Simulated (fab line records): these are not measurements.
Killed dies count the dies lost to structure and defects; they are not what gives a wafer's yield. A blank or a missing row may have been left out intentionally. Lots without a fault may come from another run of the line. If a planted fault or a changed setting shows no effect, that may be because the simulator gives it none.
fab line records    flow n5_finfet
record lots=10  wafers=30  last_day=17
route steps=1938 shown BEOL_M11@1581 BEOL_M12@1602 PASSIVATION@1936
lots untouched by any fault: they come from a run of this same line in which no faults occurred
start_h: the number of hours between the record's first day and the start of the first shown wafer of the lot    wait_h: hours from the lot's prior step to this one    " as in the row above    L1.1+2: a single row standing in for several wafers    - either no value or no given start    * or withheld: withheld    < > ~ a bound
route shown NAME@n: a module of which the file shows steps, and the number in the route of the first    usual: the fault-free wafers' mean and standard deviation    same: alike in all rows    chamber/n: place in a boat    sites: per-site readings    _std_site: standard deviation of those values    _edge_site: inner sites' mean taken away from outer sites' mean    radius_mm: how far each site lies from the wafer's centre    mask NAME#n: copy n    behind: the most recent tool/chamber to have shaped the wafer    hold: reason for holding the lot/hours on hold/outcome of the hold    device: names the non-switching transistor (n, p or np)    end of line: at the end of the route, the tests of the same wafers    a step with no rows: only its recipe    killed: count of dies lost to structure and defects at first sort (not the wafer's yield)    map: a wafer's dies, marking killed ones x, the rest . and places with no die _
set.NAME: the setting as run; set.NAME@STEP: as run at that earlier step    model.NAME: the simulator's own value behind a step, which no gauge read
steps of the route over a sample of lots; a table a step, a row a wafer
services: the hour from which a tool's chamber was out of use, counted from the record's first day as start_h (under 0 if before that day), plus the number of hours and why
## steps
# step N5_BEOL_M11_OCD_MEAS_38
# usual trench_depth_nm=147.7/2.6
lot.wafer  tool    chamber  start_h  wait_h  trench_depth_nm
L703.1     ocd-01  -        230.89   -       150.3
L703.4     "       -        "        "       143.0
L703.6     "       -        "        "       149.0
L702.1     ocd-02  -        232.78   -       151.5
L702.3     "       -        "        "       150.4
L702.5     "       -        "        "       149.5
L705.1     ocd-02  -        242.37   -       142.3
L705.2     "       -        "        "       148.6
L705.4     "       -        "        "       141.9
L708.2     ocd-02  -        259.22   -       148.7
L708.4     "       -        "        "       154.3
L708.5     "       -        "        "       147.5
L709.1     ocd-01  -        267.36   -       148.5
L709.3     "       -        "        "       146.6
L709.6     "       -        "        "       147.6
L713.2     ocd-02  -        292.41   -       149.4
L713.4     "       -        "        "       142.4
L713.6     "       -        "        "       149.4
L715.1     ocd-02  -        312.69   -       148.2
L715.2     "       -        "        "       150.4
L715.4     "       -        "        "       149.8
L720.4     ocd-01  -        327.00   -       150.9
L720.5     "       -        "        "       149.7
L720.6     "       -        "        "       147.6
L721.2     ocd-01  -        346.07   -       150.3
L721.3     "       -        "        "       149.4
L721.4     "       -        "        "       148.9
L722.1     ocd-01  -        355.16   -       149.4
L722.4     "       -        "        "       153.1
L722.5     "       -        "        "       147.2
# step N5_BEOL_M11_CURE_72
# recipe temp_c=370  time_s=120  ambient=DMADMS/He  material=SiCOH_lowk
# usual lamp_power_pct=52.32/0.053  wafer_temp_C_max=371.7/0.63
# same time_s=120
lot.wafer  tool        chamber  start_h  wait_h  lamp_power_pct  wafer_temp_C_max
L703.1     uv_cure-02  1        231.08   0.0     52.40           371.2
L703.4     "           1        "        "       52.27           371.3
L703.6     "           1        "        "       52.31           371.5
L702.1     uv_cure-01  2        233.20   0.2     52.29           372.2
L702.3     "           2        "        "       52.35           373.2
L702.5     "           2        "        "       52.30           371.6
L705.1     uv_cure-03  0        242.66   0.0     52.30           372.0
L705.2     "           0        "        "       52.36           372.4
L705.4     "           0        "        "       52.38           371.9
L708.2     uv_cure-03  1        259.46   0.1     52.32           371.4
L708.4     "           1        "        "       52.39           371.1
L708.5     "           1        "        "       52.35           370.7
L709.1     uv_cure-02  1        267.56   0.0     52.37           371.4
L709.3     "           1        "        "       52.26           371.4
L709.6     "           1        "        "       52.31           371.2
L713.2     uv_cure-01  0        292.93   0.4     52.30           372.1
L713.4     "           0        "        "       52.18           372.4
L713.6     "           0        "        "       52.36           371.7
L715.1     uv_cure-01  2        312.89   0.0     52.32           371.6
L715.2     "           2        "        "       52.25           371.7
L715.4     "           2        "        "       52.32           371.0
L720.4     uv_cure-02  0        327.49   0.3     52.36           372.9
L720.5     "           0        "        "       52.33           372.5
L720.6     "           0        "        "       52.31           372.7
L721.2     uv_cure-02  1        346.32   0.1     52.36           371.5
L721.3     "           1        "        "       52.29           371.0
L721.4     "           1        "        "       52.31           371.6
L722.1     uv_cure-02  0        355.36   0.0     52.28           372.9
L722.4     "           0        "        "       52.35           373.3
L722.5     "           0        "        "       52.33           373.7
# step N5_BEOL_M11_PRE_CLEAN_45
# recipe gas=H2/He  time_s=30  temp_c=250
# usual heater_power_w=354/44
# same time_s=30
lot.wafer  tool            chamber  start_h  wait_h  heater_power_w
L703.1     pvd_sputter-01  -        232.51   0.0     332
L703.4     "               -        "        "       327
L703.6     "               -        "        "       430
L702.1     pvd_sputter-02  -        234.31   0.0     308
L702.3     "               -        "        "       324
L702.5     "               -        "        "       326
L705.1     pvd_sputter-03  -        243.02   0.0     318
L705.2     "               -        "        "       395
L705.4     "               -        "        "       355
L708.2     pvd_sputter-03  -        259.80   0.0     399
L708.4     "               -        "        "       357
L708.5     "               -        "        "       404
L709.1     pvd_sputter-02  -        268.34   0.0     420
L709.3     "               -        "        "       326
L709.6     "               -        "        "       410
L713.2     pvd_sputter-02  -        293.32   0.0     320
L713.4     "               -        "        "       416
L713.6     "               -        "        "       321
L715.1     pvd_sputter-03  -        313.41   0.0     318
L715.2     "               -        "        "       308
L715.4     "               -        "        "       359
L720.4     pvd_sputter-03  -        329.28   0.0     324
L720.5     "               -        "        "       357
L720.6     "               -        "        "       327
L721.2     pvd_sputter-03  -        346.66   0.0     394
L721.3     "               -        "        "       326
L721.4     "               -        "        "       300
L722.1     pvd_sputter-02  -        356.86   0.0     419
L722.4     "               -        "        "       411
L722.5     "               -        "        "       418
# step N5_BEOL_M12_ILD_DEP_00
# recipe material=SiOC  target_thk_a=6589.2  temp_c=350  precursor=DEMS/O2  pressure_torr=5  rf_w=500  time_s=130.7
# usual heater_power_w=452/49  showerhead_plenum_p_Torr=5.695/0.012  throttle_valve_pct=12.1/0.78
lot.wafer  tool      chamber  start_h  wait_h  heater_power_w  showerhead_plenum_p_Torr  throttle_valve_pct
L703.1     pecvd-03  2        234.86   0.0     422             5.698                     11.4
L703.4     "         0        "        "       409             5.687                     12.2
L703.6     "         1        "        "       459             5.716                     11.9
L702.1     pecvd-01  2        236.33   0.0     451             5.709                     11.8
L702.3     "         1        "        "       576             5.711                     14.3
L702.5     "         1        "        "       471             5.720                     14.2
L705.1     pecvd-04  2        244.87   0.0     404             5.689                     10.7
L705.2     "         0        "        "       436             5.697                     11.9
L705.4     "         1        "        "       469             5.688                     12.1
L708.2     pecvd-04  0        261.58   0.0     430             5.691                     12.3
L708.4     "         1        "        "       446             5.683                     11.9
L708.5     "         2        "        "       353             5.689                     10.7
L709.1     pecvd-03  2        270.58   0.0     479             5.701                     11.9
L709.3     "         0        "        "       477             5.702                     12.2
L709.6     "         1        "        "       507             5.699                     11.9
L713.2     pecvd-03  2        297.48   0.0     453             5.697                     11.8
L713.4     "         2        "        "       467             5.705                     11.5
L713.6     "         1        "        "       525             5.702                     11.7
L715.1     pecvd-04  1        314.96   0.0     436             5.689                     12.3
L715.2     "         0        "        "       399             5.686                     12.1
L715.4     "         0        "        "       418             5.691                     12.4
L720.4     pecvd-01  2        331.25   0.1     471             5.706                     11.9
L720.5     "         0        "        "       496             5.697                     13.0
L720.6     "         1        "        "       535             5.700                     14.1
L721.2     pecvd-03  2        348.79   0.0     422             5.700                     12.0
L721.3     "         1        "        "       498             5.705                     11.9
L721.4     "         0        "        "       481             5.676                     12.3
L722.1     pecvd-01  2        359.11   0.0     528             5.693                     12.0
L722.4     "         2        "        "       535             5.703                     11.9
L722.5     "         1        "        "       558             5.708                     14.1
# step N5_BEOL_M12_THK_MEAS_01
# recipe reads=SiOC_of_BEOL_M12_ILD_DEP_00
# usual M12_ILD_THK=660/7.9
lot.wafer  tool           chamber  start_h  wait_h  M12_ILD_THK[nm]
L703.1     film_metro-02  -        234.99   0.1     643
L703.4     "              -        "        "       656
L703.6     "              -        "        "       672
L702.1     film_metro-02  -        236.46   0.1     664
L702.3     "              -        "        "       670
L702.5     "              -        "        "       677
L705.1     film_metro-02  -        245.00   0.1     665
L705.2     "              -        "        "       650
L705.4     "              -        "        "       680
L708.2     film_metro-02  -        261.71   0.1     652
L708.4     "              -        "        "       669
L708.5     "              -        "        "       669
L709.1     film_metro-02  -        270.71   0.1     645
L709.3     "              -        "        "       660
L709.6     "              -        "        "       665
L713.2     film_metro-02  -        297.61   0.1     647
L713.4     "              -        "        "       659
L713.6     "              -        "        "       664
L715.1     film_metro-02  -        315.10   0.1     661
L715.2     "              -        "        "       703
L715.4     "              -        "        "       707
L720.4     film_metro-02  -        331.34   0.0     663
L720.5     "              -        "        "       663
L720.6     "              -        "        "       672
L721.2     film_metro-01  -        348.93   0.1     647
L721.3     "              -        "        "       658
L721.4     "              -        "        "       669
L722.1     film_metro-02  -        359.24   0.1     652
L722.4     "              -        "        "       661
L722.5     "              -        "        "       666
# step N5_BEOL_M12_STRIP_63
# recipe chemistry=N2/H2  power_w=1000  temp_c=250  h2_frac=0.65  overash_fraction=0.3  pressure_mtorr=1000  n2_flow_sccm=1750  h2_flow_sccm=3250
# usual drypump_motor_current_A=5.7/0.33  heater_power_w=353/37  oes_product_au=0.693/0.0049  strip_time_to_endpoint_s=42.4/0.74
lot.wafer  tool             chamber  start_h  wait_h  drypump_motor_current_A  heater_power_w  oes_product_au  rf_hours_counter_h  strip_time_to_endpoint_s
L703.1     plasma_asher-01  1        235.79   -       6.2                      329             0.695           128                 43.9
L703.4     "                1        "        "       6.2                      321             0.694           -                   42.0
L703.6     "                1        "        "       6.2                      317             0.701           -                   41.7
L702.1     plasma_asher-02  0        237.27   -       5.9                      308             0.699           58                  42.4
L702.3     "                0        "        "       5.9                      319             0.692           -                   42.1
L702.5     "                1        "        "       5.6                      412             0.691           -                   41.7
L705.1     plasma_asher-01  1        245.67   -       6.2                      320             0.683           130                 42.6
L705.2     "                0        "        "       5.2                      366             0.688           130                 43.0
L705.4     "                0        "        "       5.2                      372             0.698           -                   41.6
L708.2     plasma_asher-01  0        262.73   -       5.2                      362             0.696           137                 42.1
L708.4     "                1        "        "       6.2                      322             0.688           -                   42.0
L708.5     "                1        "        "       6.2                      323             0.694           -                   41.7
L709.1     plasma_asher-01  0        271.51   -       5.2                      365             0.700           141                 43.4
L709.3     "                0        "        "       5.2                      363             0.696           -                   41.4
L709.6     "                0        "        "       5.2                      363             0.693           -                   42.0
L713.2     plasma_asher-02  1        298.29   -       5.6                      395             0.694           66                  43.8
L713.4     "                0        "        "       5.9                      307             0.692           -                   43.1
L713.6     "                1        "        "       5.6                      412             0.703           -                   42.9
L715.1     plasma_asher-02  1        315.91   -       5.6                      395             0.692           71                  42.4
L715.2     "                0        "        "       5.9                      311             0.689           71                  40.0
L715.4     "                1        "        "       5.7                      403             0.682           -                   39.6
L720.4     plasma_asher-01  1        332.16   -       6.2                      324             0.698           -                   42.6
L720.5     "                1        "        "       6.2                      316             0.689           -                   42.8
L720.6     "                0        "        "       5.2                      369             0.688           -                   40.5
L721.2     plasma_asher-02  0        350.07   -       5.8                      324             0.694           78                  44.1
L721.3     "                0        "        "       5.9                      311             0.694           -                   41.7
L721.4     "                1        "        "       5.6                      406             0.689           -                   41.7
L722.1     plasma_asher-02  1        360.23   -       5.6                      399             0.693           81                  42.2
L722.4     "                1        "        "       5.6                      410             0.696           -                   42.9
L722.5     "                0        "        "       5.8                      316             0.693           -                   42.2
# step N5_PASSIVATION_PROBE_49
# usual defect_limited_yield=91.3/1.5  killed_at_M0_to_M3=34/9.4  killed_at_M4_up=13/5.3  killed_at_contacts=13/5.7  killed_at_front_end=40/10  killed_at_other=3.7/2.8  killed_dies=103/17  killed_open=67/13  killed_short=35/8.5  sort_bin_4_leakage=0.00/0.016  sort_bin_5_function=5.0/0.98  sort_bin_6_memory=3.3/0.7  sort_n_pass=1077/17  sort_yield_pct=91.3/1.5
# same gross_dies=1180  killed_at_back_side=0  sort_bin_8_speed[%]=0
lot.wafer  tool       chamber  start_h  wait_h  defect_limited_yield[%]  killed_at_M0_to_M3  killed_at_M4_up  killed_at_contacts  killed_at_front_end  killed_at_other  killed_dies  killed_open  killed_short  sort_bin_4_leakage[%]  sort_bin_5_function[%]  sort_bin_6_memory[%]  sort_n_pass  sort_yield_pct[%]
L709.1     prober-01  -        316.04   0.0     91.2                     18                  14               9                   60                   3                104          66           37            0                      4.8                     3.5                   1076         91.2
L709.3     prober-01  -        316.14   0.1     91.9                     27                  30               12                  22                   4                95           69           22            0                      4.6                     3.2                   1085         91.9
L709.6     prober-01  -        316.29   0.3     89.6                     36                  12               14                  55                   6                123          71           50            0                      5.5                     4.6                   1057         89.6
L715.1     prober-02  -        353.17   0.0     89.3                     44                  12               14                  53                   3                126          84           42            0                      5.8                     4.4                   1054         89.3
L715.2     prober-02  -        353.22   0.1     89.1                     52                  14               6                   52                   5                129          84           45            0                      6.6                     4.0                   1051         89.1
L715.4     prober-02  -        353.32   0.2     92.7                     31                  10               13                  32                   0                86           45           41            0                      3.8                     3.3                   1094         92.7
# killed by level:class
L709.1 FIN_SAQP:geometric_particle:short=13 FIN_SAQP:geometric_particle:open=10 STI_FIN_REVEAL:geometric_particle:open=7 ILD0:geometric_particle:open=7 MOL_CONTACT_COAG:geometric_particle:open=7 BEOL_M4:geometric_particle:open=6 STARTING-WAFER:geometric_particle:open=6 BEOL_M3:geometric_particle:open=5
L709.3 BEOL_M4:geometric_particle:open=14 MOL_CONTACT_COAG:geometric_particle:open=10 BEOL_M1:geometric_particle:open=7 BEOL_M2:geometric_particle:open=6 FIN_SAQP:geometric_particle:short=5 BEOL_M3:geometric_particle:open=5 STI_FIN_REVEAL:geometric_particle:open=4 BEOL_M0:geometric_particle:open=4
L709.6 FIN_SAQP:geometric_particle:short=24 FIN_SAQP:geometric_particle:open=13 MOL_CONTACT_COAG:geometric_particle:open=11 BEOL_M3:geometric_particle:open=10 BEOL_M0_SAQP:geometric_particle:short=6 BEOL_M0_SAQP:geometric_particle:open=5 DUMMY_GATE:geometric_particle:open=5 BEOL_M1:geometric_particle:open=5
L715.1 FIN_SAQP:geometric_particle:open=19 MOL_CONTACT_COAG:geometric_particle:open=14 STI_FIN_REVEAL:geometric_particle:open=11 FIN_SAQP:geometric_particle:short=8 BEOL_M0_SAQP:geometric_particle:open=8 BEOL_M0_SAQP:geometric_particle:short=8 BEOL_M3:geometric_particle:open=6 BEOL_M3:geometric_particle:short=5
L715.2 FIN_SAQP:geometric_particle:open=16 BEOL_M2:geometric_particle:open=14 FIN_SAQP:geometric_particle:short=12 BEOL_M0_SAQP:geometric_particle:open=10 BEOL_M1:geometric_particle:open=10 BEOL_M0_SAQP:geometric_particle:short=6 BEOL_M4:geometric_particle:open=6 MOL_CONTACT_COAG:geometric_particle:open=5
L715.4 MOL_CONTACT_COAG:geometric_particle:open=9 FIN_SAQP:geometric_particle:short=8 FIN_SAQP:geometric_particle:open=7 BEOL_M0_SAQP:geometric_particle:short=7 BEOL_M1:geometric_particle:open=6 MOL_CONTACT_COAG:geometric_particle:short=4 BEOL_M0_SAQP:geometric_particle:open=4 BEOL_M2:geometric_particle:short=4
## services
tool             chamber  start_h  hours  kind
uv_cure-02       -        221.70   1.0    pm
pecvd-01         1        224.34   2.1    scheduled_down
plasma_asher-01  -        232.93   1.9    repair
pecvd-03         2        237.15   4.5    repair
uv_cure-02       -        248.79   5.7    repair
plasma_asher-02  -        252.11   21.5   repair
uv_cure-02       -        259.17   1.2    repair
uv_cure-03       -        266.49   0.5    repair
pecvd-01         0        271.13   58.4   repair
pvd_sputter-03   -        278.15   5.5    repair
pecvd-01         2        280.52   5.9    repair
uv_cure-02       -        287.91   0.4    repair
pvd_sputter-02   -        294.67   5.9    repair
pecvd-03         2        303.09   2.1    scheduled_down
pecvd-04         1        306.67   2.1    scheduled_down
pvd_sputter-01   -        310.24   2.1    repair
plasma_asher-01  -        312.45   4.4    repair
uv_cure-01       -        318.81   1.0    pm
pecvd-04         -        330.61   0.5    repair
uv_cure-01       -        332.29   5.1    repair
pecvd-04         2        341.74   2.1    scheduled_down
pecvd-04         -        351.58   5.5    pm
## key
first_sign step=N5_BEOL_M12_THK_MEAS_01  reading=M12_ILD_THK  direction=up  sigmas=5.7  usual=660  struck=705
effect step=N5_BEOL_M12_STRIP_63  reading=strip_time_to_endpoint_s  direction=down  sigmas=3.5  usual=*  struck=*
met_at N5_BEOL_M12_ILD_DEP_00
struck_lots L715
struck_wafers L715.2,L715.4
not_acting_at N5_BEOL_M11_OCD_MEAS_38,N5_BEOL_M11_CURE_72,N5_BEOL_M11_PRE_CLEAN_45
onset_between 261.58 314.96
fault kind=process_parameter_drift  tool=pecvd-04  chamber=-  onset_h=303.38  steps=N5_BEOL_M12_ILD_DEP_00  channel=target_thk_a  offset=*  shape=step  end_h=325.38  scope=struck_wafers_only  acts_in=*  stated=*
